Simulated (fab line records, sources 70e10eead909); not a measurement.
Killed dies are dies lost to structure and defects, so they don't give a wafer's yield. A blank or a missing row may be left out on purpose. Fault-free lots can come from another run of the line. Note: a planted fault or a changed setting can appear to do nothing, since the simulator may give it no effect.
fab line records	flow nand-harc
record: lots: 24	wafers: 72	last-day: 24
route steps=1159 shown A_SLIT@799 A_CONTACT@863
lots that met no fault: taken from a fault-free run of the same line
start-h: start of the lot's first displayed wafer, in hours after the record's first day	wait-h: hours elapsed since this lot's preceding step	" repeats the value in the row above	L1.1+2: a row that stands for several wafers	- either no value or no given start	* or withheld: withheld	< > ~ a bound
route shown NAME@n: NAME is a module with steps in the file, n the number in the route of the first one	usual: average and standard deviation across the fault-free wafers	same: alike in all rows	chamber/n: place in a boat	sites: each site's reading	_std_site: how widely they spread, as a standard deviation	_edge_site: the outer-site mean with the inner-site mean subtracted	radius-mm: for every site, how far away it sits from the centre of the wafer	mask NAME#n: copy n	behind: the last tool/chamber to shape the wafer	hold: reason for holding the lot/hours on hold/outcome of the hold	device: which transistor (n, p or np) failed to switch	end of line: tests of these same wafers at the route's end	for a step that has no rows: nothing shown but its recipe	killed: dies lost to structure and defects at the first sort, not the wafer's yield	map: shows each die of a wafer: x if killed, . if not, _ if none is there
set.NAME: the setting that was run; set.NAME@STEP: the one run at that earlier step	model.NAME: the simulator's own value behind a step, which no gauge read
the route's steps for a sample of lots (tables are steps, rows are wafers)
services: when a tool's chamber went out of use (start-h, in hours from the record's first day, below 0 if earlier), for how many hours, and the reason
== steps ==
step: NHARC_A_SLIT_ETCH_29
recipe: target-depth-a: 1000	overetch-a: 100	time-s: 55	ion-energy-ev: 100	cf4-flow-sccm: 80	o2-flow-sccm: 20	ar-flow-sccm: 0	rf-w: 300	bias-w: 100	chemistry: CF4/O2
usual: drypump-motor-current-A: 5.6/0.65	oes_o_777_au: 0.999/0.0044	oes-product-au: 1.000/0.0084	rf-vpp-V: 198.2/1.3	showerhead-plenum-p-Torr: 1.36/0.051	throttle-valve-pct: 13.397/0.0088
lot.wafer	tool	chamber	start-h	wait-h	drypump-motor-current-A	oes_o_777_au	oes-product-au	rf-hours-counter-h	rf-vpp-V	showerhead-plenum-p-Torr	throttle-valve-pct
L076.2	rie-diel-09	2	329.76	0.1	5.4	1.002	0.988	7	195.7	1.29	13.398
L076.5	"	2	"	"	5.4	0.998	1.006	-	196.8	1.28	13.415
L076.6	"	3	"	"	4.7	0.998	1.000	-	198.4	1.36	13.404
L075.3	rie-diel-09	1	331.46	0.1	5.7	0.998	1.009	6	196.4	1.29	13.389
L075.4	"	0	"	"	5.1	1.003	1.019	5	198.9	1.42	13.395
L075.5	"	2	"	"	5.4	1.003	1.002	-	197.8	1.28	13.392
L074.2	rie-diel-09	0	332.78	0.1	5.1	0.999	1.010	6	199.8	1.42	13.413
L074.3	"	1	"	"	5.8	1.000	1.011	6	196.8	1.29	13.387
L074.6	"	0	"	"	5.1	0.996	1.010	-	200.0	1.42	13.401
L079.2	rie-diel-13	3	345.71	0.1	6.5	0.998	0.990	4	197.4	1.38	13.400
L079.3	"	2	"	"	5.2	1.005	0.999	4	198.8	1.39	13.393
L079.6	"	3	"	"	6.4	0.990	1.004	-	198.1	1.38	13.399
L078.4	rie-diel-09	2	347.05	0.1	5.4	0.998	0.993	8	195.9	1.28	13.387
L078.3	"	3	"	"	4.7	0.995	1.010	8	198.9	1.36	13.409
L078.5	"	1	"	"	5.8	0.995	1.007	-	196.8	1.29	13.398
L080.1	rie-diel-13	1	347.38	0.1	6.8	1.000	0.992	3	199.3	1.38	13.398
L080.5	"	1	"	"	6.8	1.003	1.000	-	199.9	1.38	13.398
L080.6	"	2	"	"	5.2	1.005	1.006	-	198.0	1.39	13.394
L077.3	rie-diel-06	2	348.74	0.1	5.6	0.996	0.995	6	199.8	1.44	13.396
L077.5	"	3	"	"	5.0	0.994	0.985	-	198.4	1.35	13.414
L077.6	"	2	"	"	5.6	1.000	0.989	-	199.7	1.44	13.394
L081.2	rie-diel-13	2	364.55	0.1	5.2	0.997	1.009	4	197.8	1.39	13.405
L081.1	"	3	"	"	6.5	0.999	0.997	5	199.4	1.38	13.409
L081.6	"	2	"	"	5.2	1.003	1.001	-	198.3	1.39	13.396
L083.3	rie-diel-09	1	374.69	0.1	5.8	1.002	1.006	8	196.8	1.29	13.379
L083.4	"	3	"	"	4.7	1.003	1.005	10	197.6	1.35	13.407
L083.2	"	0	"	"	5.1	1.004	1.005	8	199.7	1.42	13.395
L082.2	rie-diel-06	1	376.39	0.1	6.2	0.995	0.995	9	198.2	1.39	13.412
L082.6	"	2	"	"	5.6	1.006	0.982	-	200.8	1.43	13.397
L082.4	"	0	"	"	5.9	0.995	0.979	-	198.5	1.38	13.395
L084.1	rie-diel-09	1	383.22	0.1	5.7	0.993	1.011	9	197.6	1.29	13.387
L084.5	"	3	"	"	4.7	0.994	0.981	-	198.3	1.36	13.406
L084.6	"	0	"	"	5.1	0.990	1.006	-	200.6	1.42	13.402
L087.2	rie-diel-13	3	402.05	0.1	6.5	0.999	1.005	8	198.4	1.38	13.390
L087.3	"	0	"	"	4.8	0.998	0.997	8	196.4	1.29	13.384
L087.5	"	3	"	"	6.5	0.999	1.008	-	199.8	1.38	13.398
L085.1	rie-diel-13	0	403.73	0.1	4.8	1.006	1.000	8	196.2	1.28	13.405
L085.5	"	1	"	"	6.8	0.994	0.999	-	198.6	1.38	13.398
L085.6	"	2	"	"	5.2	0.997	1.001	-	199.1	1.39	13.403
L086.2	rie-diel-13	2	405.39	0.1	5.2	0.997	1.000	8	198.2	1.39	13.405
L086.3	"	1	"	"	6.8	1.004	1.006	7	198.5	1.38	13.394
L086.5	"	3	"	"	6.5	0.993	1.010	-	199.6	1.38	13.416
L089.2	rie-diel-09	2	415.41	0.1	5.4	0.999	1.006	14	197.4	1.28	13.396
L089.3	"	3	"	"	4.7	1.001	0.999	14	198.5	1.35	13.396
L089.5	"	1	"	"	5.8	0.993	1.010	-	198.2	1.29	13.379
L088.4	rie-diel-06	2	417.08	0.1	5.6	1.000	0.979	11	199.5	1.43	13.397
L088.2	"	3	"	"	5.0	0.996	0.991	11	198.3	1.35	13.392
L088.5	"	2	"	"	5.6	1.002	0.992	-	199.6	1.43	13.392
L091.1	rie-diel-09	3	419.24	0.1	4.7	0.998	1.000	14	198.3	1.35	13.398
L091.5	"	1	"	"	5.7	0.997	1.000	-	196.4	1.29	13.410
L091.6	"	2	"	"	5.4	0.994	0.999	-	195.7	1.28	13.399
L090.1	rie-diel-09	3	422.36	0.1	4.7	0.993	0.998	15	197.6	1.35	13.395
L090.3	"	2	"	"	5.4	1.003	1.001	15	196.9	1.28	13.384
L090.5	"	2	"	"	5.4	1.007	1.005	-	196.5	1.28	13.396
L092.1	rie-diel-09	0	424.32	0.1	5.1	1.004	0.992	13	200.2	1.42	13.415
L092.4	"	2	"	"	5.4	0.996	0.999	15	198.0	1.28	13.392
L092.6	"	0	"	"	5.1	1.005	1.002	-	199.3	1.42	13.400
L093.2	rie-diel-13	2	424.59	0.1	5.2	0.998	1.001	9	197.6	1.39	13.400
L093.3	"	0	"	"	4.8	1.003	0.995	10	196.3	1.28	13.394
L093.6	"	2	"	"	5.2	0.993	1.001	-	197.9	1.39	13.383
L094.1	rie-diel-06	0	437.08	0.1	5.9	1.004	0.979	1	200.0	1.38	13.384
L094.3	"	1	"	"	6.1	0.996	0.996	1	199.1	1.39	13.394
L094.5	"	1	"	"	6.1	1.003	0.993	-	199.9	1.39	13.385
L095.3	rie-diel-13	2	437.72	0.1	5.2	0.993	1.011	10	199.6	1.39	13.405
L095.6	"	3	"	"	6.4	0.999	1.009	-	196.0	1.38	13.391
L095.5	"	0	"	"	4.8	1.002	0.997	-	196.8	1.28	13.402
L096.1	rie-diel-06	1	438.74	0.1	6.2	0.990	0.992	1	199.6	1.39	13.393
L096.3	"	3	"	"	5.0	1.001	1.001	1	198.5	1.35	13.410
L096.2	"	0	"	"	6.0	1.004	0.988	1	197.5	1.38	13.397
L097.2	rie-diel-13	2	470.48	0.1	5.2	0.998	1.006	1	197.6	1.39	13.396
L097.3	"	1	"	"	6.8	1.005	1.005	1	197.4	1.38	13.392
L097.5	"	2	"	"	5.2	0.997	1.004	-	197.0	1.39	13.400
step: NHARC_A_SLIT_STRIP_18
recipe: o2-flow-sccm: 500	ar-flow-sccm: 0	bias-w: 0	chemistry: O2
usual: drypump-motor-current-A: 5.6/0.66	oes-product-au: 1.000/0.0068	rf-vpp-V: 57.8/0.86	showerhead-plenum-p-Torr: 3.59/0.13	throttle-valve-pct: 17.035/0.0097
lot.wafer	tool	chamber	start-h	wait-h	drypump-motor-current-A	oes-product-au	rf-hours-counter-h	rf-vpp-V	showerhead-plenum-p-Torr	throttle-valve-pct
L076.2	rie-diel-09	3	-	-	4.7	1.003	7	56.9	3.58	17.054
L076.5	"	1	"	"	5.8	1.000	-	56.1	3.42	17.023
L076.6	"	2	"	"	5.4	0.999	-	57.3	3.40	17.034
L075.4	rie-diel-09	3	-	-	4.7	0.988	7	57.5	3.58	17.027
L075.3	"	1	"	"	5.7	0.994	6	57.5	3.42	17.047
L075.5	"	2	"	"	5.4	1.006	-	58.1	3.40	17.048
L074.2	rie-diel-09	1	-	-	5.7	1.005	6	58.0	3.42	17.032
L074.3	"	2	"	"	5.4	0.995	7	57.7	3.40	17.023
L074.6	"	0	"	"	5.1	1.013	-	57.2	3.74	17.037
L079.3	rie-diel-13	1	-	-	6.8	0.998	3	56.5	3.64	17.047
L079.2	"	2	"	"	5.2	1.010	4	59.4	3.68	17.037
L079.6	"	3	"	"	6.5	1.005	-	57.2	3.65	17.033
L078.4	rie-diel-09	0	-	-	5.1	0.992	6	58.1	3.74	17.043
L078.3	"	2	"	"	5.4	0.987	8	56.8	3.40	17.046
L078.5	"	0	"	"	5.1	1.006	-	57.8	3.74	17.038
L080.1	rie-diel-13	2	-	-	5.2	1.004	4	57.5	3.68	17.040
L080.6	"	1	"	"	6.8	1.000	-	57.5	3.64	17.038
L080.5	"	2	"	"	5.2	1.000	-	57.1	3.68	17.065
L077.3	rie-diel-06	2	-	-	5.6	0.987	6	57.2	3.78	17.025
L077.6	"	2	"	"	5.6	0.986	-	56.8	3.78	17.024
L077.5	"	1	"	"	6.2	0.997	-	57.8	3.67	17.031
L081.2	rie-diel-13	1	-	-	6.8	0.999	4	56.0	3.64	17.047
L081.1	"	0	"	"	4.8	0.999	5	58.0	3.40	17.028
L081.6	"	1	"	"	6.8	0.998	-	57.4	3.64	17.022
L083.4	rie-diel-09	3	-	-	4.7	0.991	10	57.8	3.58	17.035
L083.3	"	1	"	"	5.8	1.006	9	56.9	3.42	17.038
L083.2	"	2	"	"	5.4	0.995	10	57.1	3.40	17.048
L082.2	rie-diel-06	2	-	-	5.6	0.992	9	58.4	3.78	17.029
L082.6	"	1	"	"	6.2	1.005	-	56.1	3.67	17.036
L082.4	"	0	"	"	6.0	0.993	-	57.6	3.64	17.039
L084.1	rie-diel-09	0	-	-	5.1	1.004	9	58.3	3.74	17.043
L084.6	"	1	"	"	5.8	1.011	-	57.9	3.42	17.017
L084.5	"	2	"	"	5.4	1.001	-	58.9	3.40	17.036
L087.3	rie-diel-13	1	-	-	6.8	0.999	7	56.1	3.64	17.021
L087.2	"	2	"	"	5.2	1.010	8	56.7	3.67	17.032
L087.5	"	1	"	"	6.8	0.995	-	59.2	3.64	17.035
L085.1	rie-diel-13	1	-	-	6.8	1.003	7	57.0	3.64	17.049
L085.6	"	1	"	"	6.8	1.005	-	57.0	3.64	17.035
L085.5	"	2	"	"	5.2	1.001	-	58.8	3.67	17.033
L086.2	rie-diel-13	0	-	-	4.8	0.996	8	55.9	3.40	17.042
L086.3	"	1	"	"	6.8	1.007	7	56.9	3.64	17.047
L086.5	"	3	"	"	6.5	1.003	-	58.1	3.64	17.026
L089.2	rie-diel-09	2	-	-	5.4	0.992	14	57.4	3.40	17.032
L089.3	"	3	"	"	4.7	0.988	14	59.2	3.58	17.048
L089.5	"	0	"	"	5.1	0.993	-	58.3	3.74	17.051
L088.4	rie-diel-06	3	-	-	5.0	1.002	11	57.5	3.56	17.040
L088.2	"	2	"	"	5.6	1.003	11	57.5	3.78	17.030
L088.5	"	3	"	"	5.0	0.997	-	56.6	3.56	17.047
L091.1	rie-diel-09	2	-	-	5.4	0.995	15	57.9	3.40	17.031
L091.6	"	3	"	"	4.8	0.999	-	56.7	3.58	17.039
L091.5	"	0	"	"	5.1	1.004	-	57.4	3.74	17.046
L090.1	rie-diel-09	2	-	-	5.4	0.998	15	58.0	3.40	17.045
L090.3	"	1	"	"	5.8	1.013	14	57.7	3.42	17.031
L090.5	"	1	"	"	5.8	1.010	-	57.9	3.42	17.040
L092.1	rie-diel-09	3	-	-	4.7	0.992	15	58.3	3.58	17.025
L092.4	"	1	"	"	5.7	0.997	14	57.0	3.42	17.014
L092.6	"	3	"	"	4.7	0.992	-	57.8	3.58	17.041
L093.2	rie-diel-13	0	-	-	4.8	0.996	10	56.9	3.40	17.045
L093.3	"	1	"	"	6.8	0.993	9	56.9	3.64	17.028
L093.6	"	0	"	"	4.8	0.989	-	58.8	3.40	17.041
L094.3	rie-diel-06	3	-	-	5.0	1.013	1	55.7	3.56	17.044
L094.1	"	1	"	"	6.2	0.999	1	57.3	3.67	17.049
L094.5	"	3	"	"	5.0	0.998	-	57.3	3.56	17.046
L095.3	rie-diel-13	0	-	-	4.8	0.999	11	57.9	3.40	17.029
L095.5	"	0	"	"	4.8	0.988	-	58.3	3.40	17.042
L095.6	"	1	"	"	6.8	0.995	-	58.0	3.64	17.033
L096.2	rie-diel-06	0	-	-	6.0	0.987	1	58.1	3.64	17.036
L096.1	"	1	"	"	6.2	0.998	1	58.0	3.67	17.030
L096.3	"	2	"	"	5.6	1.006	1	59.0	3.78	17.037
L097.3	rie-diel-13	1	-	-	6.8	1.010	1	57.6	3.64	17.044
L097.2	"	2	"	"	5.2	1.000	1	58.7	3.67	17.042
L097.5	"	2	"	"	5.2	1.001	-	58.1	3.67	17.031
step: NHARC_A_CONTACT_ETCH_112
recipe: source-w: withheld	pressure-mtorr: 20	bias-v: 3000	time-s: 94	target-depth-a: 9220	ar-flow-sccm: withheld	c4f8-flow-sccm: withheld	o2-flow-sccm: withheld	chemistry: C4F8/O2/Ar
lot.wafer	tool	chamber	start-h	wait-h	rf-hours-counter-h
L075.3	har-cap-etch-01	1	372.13	0.1	-
L075.4	"	0	"	"	-
L075.5	"	1	"	"	-
L076.2	har-cap-etch-02	1	372.77	0.1	11
L076.6	"	0	"	"	-
L076.5	"	1	"	"	-
L074.2	har-cap-etch-01	1	376.27	0.1	55
L074.3	"	0	"	"	-
L074.6	"	1	"	"	-
L079.2	har-cap-etch-02	1	385.36	0.2	13
L079.3	"	0	"	"	-
L079.6	"	0	"	"	-
L078.4	har-cap-etch-03	1	387.61	0.1	-
L078.3	"	0	"	"	-
L078.5	"	0	"	"	-
L080.1	har-cap-etch-01	1	390.04	0.2	58
L080.6	"	1	"	"	-
L080.5	"	0	"	"	-
L077.3	har-cap-etch-02	1	397.53	0.1	-
L077.6	"	0	"	"	-
L077.5	"	1	"	"	-
L081.1	har-cap-etch-02	1	408.01	0.2	17
L081.2	"	0	"	"	17
L081.6	"	1	"	"	-
L083.2	har-cap-etch-02	0	420.36	0.2	18
L083.4	"	1	"	"	-
L083.3	"	0	"	"	-
L082.2	har-cap-etch-03	0	420.45	0.2	94
L082.4	"	0	"	"	-
L082.6	"	0	"	"	-
L084.1	har-cap-etch-01	0	429.59	0.2	64
L084.5	"	0	"	"	-
L084.6	"	1	"	"	-
L086.2	har-cap-etch-02	0	447.48	0.2	21
L086.3	"	1	"	"	-
L086.5	"	1	"	"	-
L085.1	har-cap-etch-01	0	448.39	0.2	67
L085.5	"	1	"	"	-
L085.6	"	0	"	"	-
L087.2	har-cap-etch-03	1	453.43	0.1	98
L087.3	"	1	"	"	-
L087.5	"	0	"	"	-
L091.1	har-cap-etch-01	0	460.76	0.1	69
L091.6	"	1	"	"	-
L091.5	"	0	"	"	-
L090.1	har-cap-etch-01	0	463.46	0.1	70
L090.3	"	1	"	"	-
L090.5	"	0	"	"	-
L089.2	har-cap-etch-02	1	466.77	0.3	25
L089.3	"	0	"	"	-
L089.5	"	1	"	"	-
L088.2	har-cap-etch-01	1	468.87	0.2	72
L088.4	"	1	"	"	-
L088.5	"	1	"	"	-
L093.2	har-cap-etch-03	1	471.83	0.1	102
L093.3	"	0	"	"	-
L093.6	"	1	"	"	-
L092.1	har-cap-etch-02	0	475.47	0.3	27
L092.4	"	0	"	"	-
L092.6	"	0	"	"	-
L094.1	har-cap-etch-03	1	477.82	0.2	104
L094.3	"	1	"	"	-
L094.5	"	0	"	"	-
L096.1	har-cap-etch-02	1	478.54	0.3	28
L096.2	"	0	"	"	28
L096.3	"	0	"	"	-
L095.3	har-cap-etch-01	1	485.17	0.1	-
L095.6	"	0	"	"	-
L095.5	"	1	"	"	-
L097.2	har-cap-etch-03	0	511.53	0.2	110
L097.3	"	0	"	"	-
L097.5	"	0	"	"	-
step: NHARC_A_CONTACT_ETCH_119
recipe: source-w: withheld	pressure-mtorr: 20	bias-v: 3000	time-s: 94	target-depth-a: 9220	ar-flow-sccm: withheld	c4f8-flow-sccm: withheld	o2-flow-sccm: withheld	chemistry: C4F8/O2/Ar
lot.wafer	tool	chamber	start-h	wait-h	rf-hours-counter-h
L075.3	har-cap-etch-01	1	372.77	0.1	-
L075.4	"	0	"	"	-
L075.5	"	1	"	"	-
L076.2	har-cap-etch-02	1	373.41	0.1	11
L076.6	"	0	"	"	-
L076.5	"	1	"	"	-
L074.2	har-cap-etch-01	1	376.90	0.1	55
L074.3	"	0	"	"	-
L074.6	"	1	"	"	-
L079.2	har-cap-etch-02	1	386.21	0.1	14
L079.3	"	0	"	"	-
L079.6	"	0	"	"	-
L078.4	har-cap-etch-03	1	388.25	0.1	-
L078.3	"	0	"	"	-
L078.5	"	0	"	"	-
L080.1	har-cap-etch-01	1	390.67	0.1	59
L080.6	"	1	"	"	-
L080.5	"	0	"	"	-
L077.3	har-cap-etch-02	1	398.38	0.1	-
L077.6	"	0	"	"	-
L077.5	"	1	"	"	-
L081.1	har-cap-etch-02	1	408.86	0.1	18
L081.2	"	0	"	"	18
L081.6	"	1	"	"	-
L082.2	har-cap-etch-03	0	421.09	0.1	94
L082.4	"	0	"	"	-
L082.6	"	0	"	"	-
L083.2	har-cap-etch-02	0	421.21	0.1	19
L083.4	"	1	"	"	-
L083.3	"	0	"	"	-
L084.1	har-cap-etch-01	0	430.22	0.1	65
L084.5	"	0	"	"	-
L084.6	"	1	"	"	-
L086.2	har-cap-etch-02	0	448.33	0.1	22
L086.3	"	1	"	"	-
L086.5	"	1	"	"	-
L085.1	har-cap-etch-01	0	449.03	0.1	67
L085.5	"	1	"	"	-
L085.6	"	0	"	"	-
L087.2	har-cap-etch-03	1	454.07	0.1	98
L087.3	"	1	"	"	-
L087.5	"	0	"	"	-
L091.1	har-cap-etch-01	0	461.40	0.1	70
L091.6	"	1	"	"	-
L091.5	"	0	"	"	-
L090.1	har-cap-etch-01	0	464.10	0.1	71
L090.3	"	1	"	"	-
L090.5	"	0	"	"	-
L089.2	har-cap-etch-02	1	467.91	0.1	25
L089.3	"	0	"	"	-
L089.5	"	1	"	"	-
L088.2	har-cap-etch-01	1	469.51	0.1	72
L088.4	"	1	"	"	-
L088.5	"	1	"	"	-
L093.2	har-cap-etch-03	1	472.47	0.1	102
L093.3	"	0	"	"	-
L093.6	"	1	"	"	-
L092.1	har-cap-etch-02	0	476.60	0.1	28
L092.4	"	0	"	"	-
L092.6	"	0	"	"	-
L094.1	har-cap-etch-03	1	478.46	0.1	105
L094.3	"	1	"	"	-
L094.5	"	0	"	"	-
L096.1	har-cap-etch-02	1	479.67	0.1	29
L096.2	"	0	"	"	29
L096.3	"	0	"	"	-
L095.3	har-cap-etch-01	1	485.80	0.1	-
L095.6	"	0	"	"	-
L095.5	"	1	"	"	-
L097.2	har-cap-etch-03	0	512.17	0.1	111
L097.3	"	0	"	"	-
L097.5	"	0	"	"	-
step: NHARC_A_CONTACT_ETCH_121
recipe: source-w: withheld	pressure-mtorr: 20	bias-v: 3000	time-s: 94	target-depth-a: 9220	ar-flow-sccm: withheld	c4f8-flow-sccm: withheld	o2-flow-sccm: withheld	chemistry: C4F8/O2/Ar
lot.wafer	tool	chamber	start-h	wait-h	rf-hours-counter-h
L075.3	har-cap-etch-01	1	372.96	0.1	-
L075.4	"	0	"	"	-
L075.5	"	1	"	"	-
L076.2	har-cap-etch-02	1	373.59	0.1	11
L076.6	"	0	"	"	-
L076.5	"	1	"	"	-
L074.2	har-cap-etch-01	1	377.08	0.1	56
L074.3	"	0	"	"	-
L074.6	"	1	"	"	-
L079.2	har-cap-etch-02	1	386.45	0.1	14
L079.3	"	0	"	"	-
L079.6	"	0	"	"	-
L078.4	har-cap-etch-03	1	388.43	0.1	-
L078.3	"	0	"	"	-
L078.5	"	0	"	"	-
L080.1	har-cap-etch-01	1	390.85	0.1	59
L080.6	"	1	"	"	-
L080.5	"	0	"	"	-
L077.3	har-cap-etch-02	1	398.62	0.1	-
L077.6	"	0	"	"	-
L077.5	"	1	"	"	-
L081.1	har-cap-etch-02	1	409.11	0.1	18
L081.2	"	0	"	"	18
L081.6	"	1	"	"	-
L082.2	har-cap-etch-03	0	421.28	0.1	95
L082.4	"	0	"	"	-
L082.6	"	0	"	"	-
L083.2	har-cap-etch-02	0	421.45	0.1	19
L083.4	"	1	"	"	-
L083.3	"	0	"	"	-
L084.1	har-cap-etch-01	0	430.40	0.1	65
L084.5	"	0	"	"	-
L084.6	"	1	"	"	-
L086.2	har-cap-etch-02	0	448.58	0.1	22
L086.3	"	1	"	"	-
L086.5	"	1	"	"	-
L085.1	har-cap-etch-01	0	449.21	0.1	67
L085.5	"	1	"	"	-
L085.6	"	0	"	"	-
L087.2	har-cap-etch-03	1	454.25	0.1	99
L087.3	"	1	"	"	-
L087.5	"	0	"	"	-
L091.1	har-cap-etch-01	0	461.58	0.1	70
L091.6	"	1	"	"	-
L091.5	"	0	"	"	-
L090.1	har-cap-etch-01	0	464.28	0.1	71
L090.3	"	1	"	"	-
L090.5	"	0	"	"	-
L089.2	har-cap-etch-02	1	468.23	0.1	25
L089.3	"	0	"	"	-
L089.5	"	1	"	"	-
L088.2	har-cap-etch-01	1	469.69	0.1	72
L088.4	"	1	"	"	-
L088.5	"	1	"	"	-
L093.2	har-cap-etch-03	1	472.64	0.1	102
L093.3	"	0	"	"	-
L093.6	"	1	"	"	-
L092.1	har-cap-etch-02	0	476.93	0.1	28
L092.4	"	0	"	"	-
L092.6	"	0	"	"	-
L094.1	har-cap-etch-03	1	478.64	0.1	105
L094.3	"	1	"	"	-
L094.5	"	0	"	"	-
L096.1	har-cap-etch-02	1	479.99	0.1	29
L096.2	"	0	"	"	29
L096.3	"	0	"	"	-
L095.3	har-cap-etch-01	1	485.99	0.1	-
L095.6	"	0	"	"	-
L095.5	"	1	"	"	-
L097.2	har-cap-etch-03	0	512.35	0.1	111
L097.3	"	0	"	"	-
L097.5	"	0	"	"	-
step: NHARC_A_CONTACT_ETCH_124
recipe: source-w: withheld	pressure-mtorr: 20	bias-v: withheld	time-s: 140	target-depth-a: 7000	ar-flow-sccm: withheld	c4f8-flow-sccm: withheld	o2-flow-sccm: withheld	chemistry: C4F8/O2/Ar
lot.wafer	tool	chamber	start-h	wait-h	rf-hours-counter-h
L075.4	har-cap-etch-02	0	378.71	-	-
L075.3	"	1	"	"	-
L075.5	"	0	"	"	-
L076.2	har-cap-etch-03	0	379.57	-	86
L076.6	"	0	"	"	-
L076.5	"	1	"	"	-
L074.2	har-cap-etch-01	1	384.16	-	56
L074.3	"	0	"	"	-
L074.6	"	0	"	"	-
L079.2	har-cap-etch-03	0	392.30	-	89
L079.3	"	0	"	"	-
L079.6	"	0	"	"	-
L078.4	har-cap-etch-01	0	394.27	-	-
L078.3	"	1	"	"	-
L078.5	"	1	"	"	-
L080.1	har-cap-etch-03	0	397.84	-	90
L080.5	"	0	"	"	-
L080.6	"	1	"	"	-
L077.3	har-cap-etch-03	1	405.45	-	-
L077.6	"	1	"	"	-
L077.5	"	0	"	"	-
L081.2	har-cap-etch-01	1	414.91	-	62
L081.1	"	0	"	"	62
L081.6	"	0	"	"	-
L082.2	har-cap-etch-03	1	427.18	-	95
L082.4	"	1	"	"	-
L082.6	"	0	"	"	-
L083.2	har-cap-etch-02	0	427.57	-	19
L083.4	"	0	"	"	-
L083.3	"	1	"	"	-
L084.1	har-cap-etch-01	0	437.28	-	65
L084.5	"	1	"	"	-
L084.6	"	0	"	"	-
L086.2	har-cap-etch-02	1	454.73	-	23
L086.3	"	1	"	"	-
L086.5	"	1	"	"	-
L085.1	har-cap-etch-01	1	455.07	-	68
L085.5	"	0	"	"	-
L085.6	"	1	"	"	-
L087.2	har-cap-etch-03	0	460.00	-	99
L087.3	"	1	"	"	-
L087.5	"	0	"	"	-
L091.1	har-cap-etch-02	1	469.99	-	26
L091.5	"	0	"	"	-
L091.6	"	1	"	"	-
L090.1	har-cap-etch-01	1	473.10	-	73
L090.3	"	0	"	"	-
L090.5	"	0	"	"	-
L089.2	har-cap-etch-03	0	475.55	-	103
L089.3	"	0	"	"	-
L089.5	"	0	"	"	-
L088.2	har-cap-etch-01	0	476.48	-	74
L088.4	"	1	"	"	-
L088.5	"	1	"	"	-
L093.2	har-cap-etch-03	1	481.35	-	105
L093.3	"	0	"	"	-
L093.6	"	1	"	"	-
L092.1	har-cap-etch-02	0	488.36	-	30
L092.4	"	0	"	"	-
L092.6	"	1	"	"	-
L094.1	har-cap-etch-01	0	490.61	-	77
L094.3	"	0	"	"	-
L094.5	"	0	"	"	-
L096.2	har-cap-etch-02	1	492.10	-	32
L096.1	"	0	"	"	32
L096.3	"	1	"	"	-
L095.3	har-cap-etch-01	0	496.04	-	-
L095.5	"	1	"	"	-
L095.6	"	0	"	"	-
L097.2	har-cap-etch-02	1	517.99	-	35
L097.3	"	1	"	"	-
L097.5	"	0	"	"	-
== services ==
tool	chamber	start-h	hours	kind
har-cap-etch-02	-	306.45	17.0	pm
har-cap-etch-02	0	306.45	17.0	vent-cycle
har-cap-etch-02	1	306.45	17.0	vent-cycle
rie-diel-09	0	312.30	-	clean
rie-diel-09	1	312.30	-	clean
rie-diel-09	2	312.30	-	clean
rie-diel-09	3	312.30	-	clean
har-cap-etch-02	0	323.45	-	clean
har-cap-etch-02	1	323.45	-	clean
rie-diel-09	0	336.80	-	clean
har-cap-etch-01	-	338.04	0.3	repair
rie-diel-06	0	346.22	3.0	repair
rie-diel-13	-	362.67	0.1	repair
rie-diel-06	3	375.71	1.8	repair
rie-diel-06	-	418.20	9.0	pm
rie-diel-09	3	425.47	5.0	repair
rie-diel-09	-	431.22	9.0	pm
har-cap-etch-02	-	439.59	0.3	repair
har-cap-etch-01	-	440.34	0.3	repair
rie-diel-09	2	441.12	9.9	repair
rie-diel-06	2	441.79	7.6	repair
rie-diel-13	-	453.00	9.0	pm
rie-diel-09	3	484.34	11.3	repair
rie-diel-13	3	490.21	6.1	repair
== key ==
fault none
